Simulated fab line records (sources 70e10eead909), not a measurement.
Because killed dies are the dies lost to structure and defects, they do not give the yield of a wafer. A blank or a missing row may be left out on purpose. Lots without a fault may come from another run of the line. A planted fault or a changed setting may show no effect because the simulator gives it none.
Chamber matching	flow nandHarc	aldHk-04 running NHARC_A_CHANNEL_FILL_D1_ALD_25: 4 sister chambers
The step deposits SiOx, target thk 60 nm, pulse time 10 s, ald cycles 600. 16 wafers are shown with their chamber, then 8 later ones without.

## WAFERS WITH THEIR CHAMBER
wafer	chamber	heaterPowerW (W)	heaterPowerOuterW (W)	precursorPulseHeightRel
L074.1	1	446	243	0.973
L074.3	2	432	222	1.025
L074.4	3	493	262	0.980
L075.4	0	426	246	0.993
L075.1	2	437	221	0.993
L075.5	1	443	249	1.006
L081.2	0	429	238	0.991
L081.5	2	433	225	0.991
L081.6	1	450	243	1.035
L084.2	2	426	221	1.036
L084.3	1	440	242	1.019
L084.4	3	495	263	0.991
L088.2	3	485	275	1.007
L088.4	1	456	238	0.990
L088.5	2	438	223	0.992
L089.1	3	506	263	0.988

SIGNATURES (means of the wafers above)
reading	chamber 0	chamber 1	chamber 2	chamber 3	scatter within a chamber
heaterPowerW	427.50	447.00	433.20	494.75	6.3
heaterPowerOuterW	242.00	243.00	222.40	265.75	4.28
precursorPulseHeightRel	0.99200	1.00460	1.00740	0.99150	0.0195
Rule: a wafer lies at a distance from a chamber equal to the root of the sum of squares, over the readings, of (its reading less the chamber's mean, divided by the reading's scatter). The wafer belongs to the nearest chamber; if the next one is less than 2 further off, it can't be placed. The scatter is the square root of a quotient: the sum, over the shown wafers, of each reading's squared deviation from its chamber's mean, divided by wafers minus chambers.

## WAFERS MISSING THEIR CHAMBER
wafer	heaterPowerW (W)	heaterPowerOuterW (W)	precursorPulseHeightRel
L089.5	489	272	0.969
L089.6	422	213	1.011
L092.1	434	224	0.993
L092.5	424	217	0.951
L092.6	475	265	0.982
L096.1	436	244	0.956
L096.2	424	220	1.008
L096.4	447	236	1.008

## EACH ONE'S CHAMBER
wafer	from the rows above	in truth
L089.5	3	3
L089.6	2	2
L092.1	2	2
L092.5	2	2
L092.6	3	3
L096.1	can't be placed: 0 or 1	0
L096.2	2	2
L096.4	can't be placed: 1 or 0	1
Correctly placed: 6 of 8. Not placeable from these rows: 2 (in 2, the candidates include the true chamber). Placed wrongly: 0.
